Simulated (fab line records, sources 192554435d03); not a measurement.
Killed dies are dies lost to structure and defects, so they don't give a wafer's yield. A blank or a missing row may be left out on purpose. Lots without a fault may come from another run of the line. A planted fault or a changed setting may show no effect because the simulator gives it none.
Chamber matching | flow n5_finfet | N5_SD_EPI_P_ETCH_36 on rie_diel-03: 4 sister chambers
The step etches SiARC in CF4, target depth 45.5 nm, time 75.8 s. 4 wafers are shown with their chamber, then 9 later ones without.

WAFERS WITH THEIR CHAMBER
wafer  | chamber | drypump_motor_current_A (A)
L090.4 | 3       | 5.0
L090.6 | 2       | 5.6
L091.2 | 0       | 6.0
L091.6 | 1       | 5.7

WAFERS WITHOUT THEIR CHAMBER
wafer  | drypump_motor_current_A (A)
L093.1 | 5.7
L093.2 | 5.6
L093.4 | 5.6
L096.3 | 6.0
L096.5 | 5.7
L096.6 | 6.0
L097.1 | 4.9
L097.4 | 5.7
L097.5 | 5.6

WHICH CHAMBER EACH WENT THROUGH
wafer  | from the rows above | in truth
L093.1 | 1                   | 1
L093.2 | 2                   | 2
L093.4 | 2                   | 2
L096.3 | 0                   | 0
L096.5 | 1                   | 1
L096.6 | 0                   | 0
L097.1 | 3                   | 3
L097.4 | 1                   | 1
L097.5 | 2                   | 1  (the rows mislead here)
Placed correctly: 8 of 9. Can't be placed from these rows: 0. Placed wrongly: 1.
How it was worked out, from the rows above alone: a wafer's distance from a chamber is the root of the sum, over the readings, of the square of ((its reading less the chamber's mean) divided by the reading's scatter). The wafer belongs to the nearest chamber; if the next one is less than 2 further off, it can't be placed. A chamber's mean is the mean of its shown wafers. The scatter: with one shown wafer a chamber, the root of the mean of the squares of how far each hidden wafer lies from its nearest shown one.
